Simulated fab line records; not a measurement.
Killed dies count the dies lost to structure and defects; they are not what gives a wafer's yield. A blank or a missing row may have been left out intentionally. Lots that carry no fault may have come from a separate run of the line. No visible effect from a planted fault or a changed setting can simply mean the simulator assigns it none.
fab line records	flow nand_harc
[record] lots = 6	wafers = 18	last_day = 25
route steps=1159 shown P_STI@76 END@1159
lots untouched by any fault: they come from a run of this same line in which no faults occurred
start_h: hours from the record's opening day to when the first of the lot's shown wafers began	wait_h: hours since the lot's step before	" as in the row above	L1.1+2: a single row standing in for several wafers	- either no value or no given start	* or withheld: withheld	< > ~ a bound
route shown NAME@n: names a module that has steps shown in the file, with the first one's number in the route	usual: mean/standard deviation taken from wafers without a fault	same: alike in all rows	chamber/n: place in a boat	sites: per-site readings	_std_site: standard deviation of those values	_edge_site: inner sites' mean taken away from outer sites' mean	radius_mm: how far each site lies from the wafer's centre	mask NAME#n: copy n	behind: the tool/chamber that last shaped the wafer	hold: reason for holding the lot/hours on hold/outcome of the hold	device: the transistor (n, p or np) that didn't switch	end of line: the route-end tests of the same wafers	a step given without rows: its recipe and nothing more	killed: not the wafer's yield, but the dies lost to structure and defects at the first sort	map: a wafer's dies, x killed, . not, _ none there
set.NAME: setting as actually run; set.NAME@STEP: the setting as run at that earlier step	model.NAME: the simulator's own value behind a step, which no gauge read
a table for each step, a row for each wafer; lots at some steps of the route
services: a tool's chamber out of use, with start hour (start_h, from the record's first day; less than 0 if before it), hours out, and reason
[[steps]]
[step NHARC_P_STI_COAT_41]
[recipe] temp_c = 200	time_s = 65
[step NHARC_P_STI_COAT_03]
[recipe] spin_rpm = 2000	resist_thk_nm = 600
[step NHARC_P_STI_SOFTBAKE_04]
[recipe] temp_c = 125	time_s = 70
[step NHARC_P_STI_EBR_05]
[step NHARC_P_STI_EXPOSE_06]
[recipe] na = 0.55	target_cd_nm = 200	dose_mj = 37.69	mask_id = P_STI
[step NHARC_P_STI_PEB_07]
[recipe] peb_temp_c = 128	peb_time_s = 80
[step NHARC_P_STI_DEVELOP_08]
[recipe] time_s = 50	dev_temp_c = 22
[step NHARC_P_STI_CD_MEAS_09]
[recipe] target_cd_nm = 200	landing_energy_ev = 500
[usual] cd_nm = 199.8/1.6
lot.wafer	tool	chamber	start_h	wait_h	cd_nm
L136.2	cd_sem-01	0	50.04	-	199.5
L136.4	"	0	"	"	199.8
L136.6	"	0	"	"	198.9
L139.4	cd_sem-03	0	71.34	-	200.5
L139.5	"	0	"	"	202.0
L139.6	"	0	"	"	201.4
L150.1	cd_sem-03	0	136.94	-	196.7
L150.3	"	0	"	"	196.4
L150.5	"	0	"	"	198.8
L152.4	cd_sem-01	0	148.84	-	198.5
L152.5	"	0	"	"	200.0
L152.6	"	0	"	"	197.6
L154.1	cd_sem-03	0	160.76	-	199.2
L154.3	"	0	"	"	197.8
L154.5	"	0	"	"	197.9
L156.3	cd_sem-01	0	176.17	-	202.5
L156.4	"	0	"	"	201.0
L156.5	"	0	"	"	201.0
[step NHARC_P_STI_OVL_MEAS_10]
[usual] overlay_x_nm = -1/5.9	overlay_y_nm = 2/7.2
lot.wafer	tool	chamber	start_h	wait_h	overlay_x_nm	overlay_y_nm
L136.2	overlay-02	-	50.13	-	-11	5
L136.4	"	-	"	"	-11	6
L136.6	"	-	"	"	-11	5
L139.4	overlay-01	-	71.43	-	3	0
L139.5	"	-	"	"	3	1
L139.6	"	-	"	"	3	0
L150.1	overlay-02	-	137.03	-	-6	9
L150.3	"	-	"	"	-6	9
L150.5	"	-	"	"	-6	9
L152.4	overlay-02	-	148.92	-	4	12
L152.5	"	-	"	"	4	12
L152.6	"	-	"	"	4	13
L154.1	overlay-01	-	160.85	-	-5	-5
L154.3	"	-	"	"	-4	-6
L154.5	"	-	"	"	-5	-6
L156.3	overlay-02	-	176.26	-	7	-7
L156.4	"	-	"	"	7	-7
L156.5	"	-	"	"	7	-7
[step NHARC_P_STI_INSPECT_11]
[usual] raw_defect_count = 5.3/2.8
lot.wafer	tool	chamber	start_h	wait_h	raw_defect_count
L136.2	defect_inspect-02	-	50.16	0.0	12
L136.4	"	-	"	"	10
L136.6	"	-	"	"	7
L139.4	defect_inspect-01	-	71.46	0.0	6
L139.5	"	-	"	"	4
L139.6	"	-	"	"	10
L150.1	defect_inspect-02	-	137.07	0.0	6
L150.3	"	-	"	"	6
L150.5	"	-	"	"	7
L152.4	defect_inspect-01	-	148.96	0.0	6
L152.5	"	-	"	"	8
L152.6	"	-	"	"	6
L154.1	defect_inspect-02	-	160.89	0.0	5
L154.3	"	-	"	"	4
L154.5	"	-	"	"	4
L156.3	defect_inspect-01	-	176.29	0.0	6
L156.4	"	-	"	"	2
L156.5	"	-	"	"	5
[step NHARC_P_STI_HARDBAKE_13]
[recipe] temp_c = 118	time_s = 65
[step NHARC_P_STI_DESCUM_14]
[recipe] time_s = 3	o2_flow_sccm = 200	ar_flow_sccm = 0	bias_power_w = 0	chemistry = O2
[usual] drypump_motor_current_A = 5.6/0.45	oes_product_au = 1.001/0.0081	rf_vpp_V = 57.9/0.88	showerhead_plenum_p_Torr = 1.95/0.072	throttle_valve_pct = 11.311/0.0089
lot.wafer	tool	chamber	start_h	wait_h	drypump_motor_current_A	oes_product_au	rf_hours_counter_h	rf_vpp_V	showerhead_plenum_p_Torr	throttle_valve_pct
L136.4	rie_diel-06	1	50.31	-	5.8	1.001	5.2	58.5	1.81	11.315
L136.2	"	2	"	"	6.4	0.997	4.4	57.3	1.90	11.327
L136.6	"	3	"	"	5.3	0.988	-	58.0	1.95	11.322
L139.4	rie_diel-07	2	71.62	-	5.1	0.998	0.1	57.1	2.00	11.323
L139.6	"	3	"	"	5.7	1.005	-	58.8	1.93	11.318
L139.5	"	0	"	"	6.3	0.989	-	57.6	1.94	11.311
L150.1	rie_diel-01	0	137.20	-	5.6	1.001	10.2	56.6	2.05	11.308
L150.3	"	1	"	"	5.3	0.987	10.0	56.3	1.93	11.310
L150.5	"	0	"	"	5.6	0.991	-	57.8	2.05	11.311
L152.4	rie_diel-01	1	149.11	-	5.3	0.997	0	58.1	1.93	11.306
L152.5	"	3	"	"	5.4	0.991	-	58.7	1.94	11.320
L152.6	"	0	"	"	5.6	0.981	-	59.2	2.05	11.322
L154.1	rie_diel-01	0	161.02	-	5.5	0.997	0.7	58.6	2.05	11.306
L154.3	"	0	"	"	5.5	0.989	-	59.0	2.05	11.306
L154.5	"	2	"	"	5.3	0.995	-	58.5	2.07	11.311
L156.3	rie_diel-07	0	176.43	-	6.3	1.000	2.5	56.7	1.94	11.309
L156.4	"	2	"	"	5.1	0.990	2.5	58.1	2.00	11.323
L156.5	"	1	"	"	6.3	1.006	-	57.7	1.86	11.304
[step NHARC_P_STI_ETCH_42]
[recipe] target_depth_a = 800	overetch_a = 240	time_s = 61	ion_energy_ev = 200	n2_flow_sccm = 150	h2_flow_sccm = 150	ar_flow_sccm = 0	rf_w = 400	bias_w = 150	chemistry = N2/H2
[usual] bias_w = 150.0/0.5	drypump_motor_current_A = 5.6/0.45	oes_product_au = 1.002/0.0071	rf_vpp_V = 431.5/2.2	showerhead_plenum_p_Torr = 2.08/0.079	throttle_valve_pct = 14.171/0.0093
lot.wafer	tool	chamber	start_h	wait_h	bias_w	drypump_motor_current_A	oes_product_au	rf_hours_counter_h	rf_vpp_V	showerhead_plenum_p_Torr	throttle_valve_pct
L136.2	rie_diel-06	1	50.38	0.1	150.3	5.8	1.004	5.2	426.7	1.93	14.156
L136.4	"	2	"	"	149.3	6.3	1.012	4.4	431.2	2.03	14.173
L136.6	"	2	"	"	149.2	6.3	1.009	-	430.9	2.03	14.173
L139.4	rie_diel-07	3	71.70	0.1	149.2	5.8	1.004	0.1	431.4	2.06	14.177
L139.6	"	0	"	"	149.7	6.3	0.991	-	429.3	2.07	14.177
L139.5	"	1	"	"	150.3	6.2	1.001	-	429.4	1.98	14.162
L150.3	rie_diel-01	1	137.30	0.1	150.4	5.3	1.007	10.0	431.2	2.06	14.179
L150.1	"	2	"	"	150.0	5.3	1.015	9.0	435.1	2.21	14.163
L150.5	"	3	"	"	149.7	5.4	1.003	-	431.5	2.07	14.168
L152.4	rie_diel-01	1	149.19	0.1	149.9	5.3	0.860	0.0	432.4	2.06	14.178
L152.6	"	2	"	"	150.1	5.3	0.857	-	434.8	2.21	14.174
L152.5	"	3	"	"	149.5	5.4	0.999	-	430.6	2.07	14.181
L154.1	rie_diel-01	2	161.17	0.1	150.1	5.3	0.989	0.7	434.1	2.21	14.176
L154.3	"	2	"	"	150.1	5.3	0.866	-	435.3	2.21	14.159
L154.5	"	0	"	"	149.5	5.6	0.996	-	433.8	2.19	14.184
L156.4	rie_diel-07	0	176.51	0.1	148.9	6.3	1.003	2.5	431.6	2.06	14.162
L156.3	"	1	"	"	149.3	6.3	1.000	2.6	428.9	1.98	14.161
L156.5	"	1	"	"	150.3	6.3	0.996	-	428.5	1.98	14.181
[step NHARC_P_STI_ETCH_31]
[recipe] target_depth_a = 1089	time_s = 54.5	cf4_flow_sccm = 100	chf3_flow_sccm = 30	ar_flow_sccm = 0	rf_w = 500	bias_w = 200	chemistry = CF4/CHF3
[usual] bias_w = 200.1/0.64	chf3_flow_sccm = 30.00/0.087	drypump_motor_current_A = 5.6/0.45	oes_product_au = 0.967/0.012	rf_vpp_V = 371.5/2	showerhead_plenum_p_Torr = 1.60/0.056	throttle_valve_pct = 16.802/0.01
lot.wafer	tool	chamber	start_h	wait_h	bias_w	chf3_flow_sccm	drypump_motor_current_A	oes_product_au	rf_hours_counter_h	rf_vpp_V	showerhead_plenum_p_Torr	throttle_valve_pct
L136.2	rie_diel-06	3	-	-	201.3	29.98	5.3	0.945	5.5	372.2	1.60	16.786
L136.4	"	1	"	"	200.8	30.09	5.8	0.988	5.2	369.3	1.49	16.798
L136.6	"	3	"	"	200.1	30.00	5.3	0.946	-	371.0	1.60	16.801
L139.4	rie_diel-07	2	-	-	199.9	29.94	5.1	0.980	0.1	372.4	1.64	16.793
L139.6	"	3	"	"	200.2	30.09	5.7	0.970	-	370.9	1.59	16.789
L139.5	"	0	"	"	200.2	29.97	6.3	0.961	-	369.9	1.59	16.806
L150.3	rie_diel-01	3	-	-	199.3	29.90	5.4	0.968	9.8	370.5	1.60	16.790
L150.1	"	0	"	"	200.5	30.05	5.5	0.956	10.2	374.5	1.68	16.804
L150.5	"	2	"	"	200.4	29.87	5.3	0.968	-	374.1	1.69	16.812
L152.4	rie_diel-01	1	-	-	201.0	30.10	5.4	0.980	0.0	371.0	1.59	16.799
L152.6	"	3	"	"	198.8	29.92	5.4	0.968	-	372.9	1.60	16.809
L152.5	"	0	"	"	200.0	30.01	5.5	0.959	-	375.6	1.68	16.819
L154.1	rie_diel-01	0	-	-	200.7	29.99	5.5	0.950	0.7	373.3	1.68	16.803
L154.3	"	0	"	"	199.5	30.09	5.5	0.945	-	373.7	1.68	16.791
L154.5	"	0	"	"	199.5	30.07	5.5	0.941	-	374.3	1.68	16.810
L156.4	rie_diel-07	2	-	-	200.3	30.06	5.1	0.983	2.5	373.1	1.64	16.797
L156.3	"	0	"	"	200.6	30.12	6.3	0.949	2.6	369.7	1.59	16.784
L156.5	"	1	"	"	200.5	29.83	6.3	0.967	-	368.0	1.53	16.795
[step NHARC_END_SORT_01]
[recipe] temp_c = 25
[usual] killed_at_array = 25/9.8	killed_at_other = 0.8/1.1	killed_at_periphery = 3.3/2.1	killed_dies = 29/10	killed_open = 3.3/1.8	killed_short = 1.9/1.4
[same] gross_dies = 677
lot.wafer	tool	chamber	start_h	wait_h	killed_at_array	killed_at_other	killed_at_periphery	killed_dies	killed_open	killed_short
L139.4	prober-02	0	490.61	3.4	14	0	2	16	3	3
L139.5	prober-02	0	491.42	3.7	20	0	3	23	0	1
L139.6	prober-02	0	492.23	4.0	21	0	3	24	3	3
// killed by level:class
L139.4 A_CHANNEL_HOLE_D1:chamber_film_flake=4 A_STAIRCASE:chamber_film_flake=3 A_M0:geometric_particle:open=2 P_GATE:geometric_particle:short=1 P_CONTACT:geometric_particle:open=1 A_CHANNEL_FILL_D1:geometric_particle:short=1 A_WL_FILL:geometric_particle:short=1 A_CHANNEL_FILL_D1:chamber_film_flake=1
L139.5 A_CHANNEL_HOLE_D1:chamber_film_flake=12 P_STI:chamber_film_flake=3 A_ZERO_WELL:chamber_film_flake=2 A_WL_FILL:chamber_film_flake=2 A_CONTACT:chamber_film_flake=2 A_CONTACT:geometric_particle:short=1 A_STAIRCASE:chamber_film_flake=1
L139.6 A_STAIRCASE:chamber_film_flake=8 A_CHANNEL_HOLE_D1:chamber_film_flake=6 A_WL_FILL:chamber_film_flake=2 P_CONTACT:geometric_particle:open=1 P_M1:geometric_particle:short=1 A_CHANNEL_FILL_D1:geometric_particle:open=1 A_STAIRCASE:geometric_particle:short=1 A_SGD_CUT:geometric_particle:short=1
[[services]]
tool	chamber	start_h	hours	kind
rie_diel-06	2	26.57	11.1	repair
rie_diel-01	1	27.82	10.5	repair
rie_diel-07	-	30.15	0.3	repair
rie_diel-01	0	43.30	-	clean
rie_diel-01	1	43.30	-	clean
rie_diel-01	2	43.30	-	clean
rie_diel-01	3	43.30	-	clean
rie_diel-07	-	51.20	9.0	pm
rie_diel-01	2	52.52	8.0	repair
rie_diel-06	-	64.20	9.0	pm
rie_diel-01	0	67.80	-	clean
rie_diel-01	1	67.80	-	clean
rie_diel-01	2	67.80	-	clean
rie_diel-01	3	67.80	-	clean
rie_diel-01	-	92.26	1.7	repair
rie_diel-01	2	95.81	3.3	repair
rie_diel-06	2	112.25	7.4	repair
rie_diel-01	0	116.80	-	clean
rie_diel-01	1	116.80	-	clean
rie_diel-01	2	116.80	-	clean
rie_diel-01	3	116.80	-	clean
rie_diel-06	2	137.44	7.2	repair
rie_diel-01	-	137.80	9.0	pm
rie_diel-01	1	156.94	8.5	repair
[[key]]
[first_sign] step = NHARC_P_STI_ETCH_42	reading = oes_product_au	direction = down	sigmas = 20	usual = 1.002	struck = 0.861
effect none on later readings
met_at NHARC_P_STI_ETCH_42
struck_wafers L152.4,L152.6,L154.3
tester_left_out L152,L154
onset_between 137.30 149.19
[fault] kind = process_parameter_drift	tool = rie_diel-01	chamber = -	onset_h = 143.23	steps = NHARC_P_STI_ETCH_42	channel = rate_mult	offset = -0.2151	shape = step	end_h = 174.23	scope = struck_wafers_only
// tester_left_out: of these lots the tester's yield and bins aren't shown, on N5 and GAA mostly nor the transistor test; their killed dies are dies lost to structure and defects alone, not to doping, threshold or leakage, so they don't give the yield
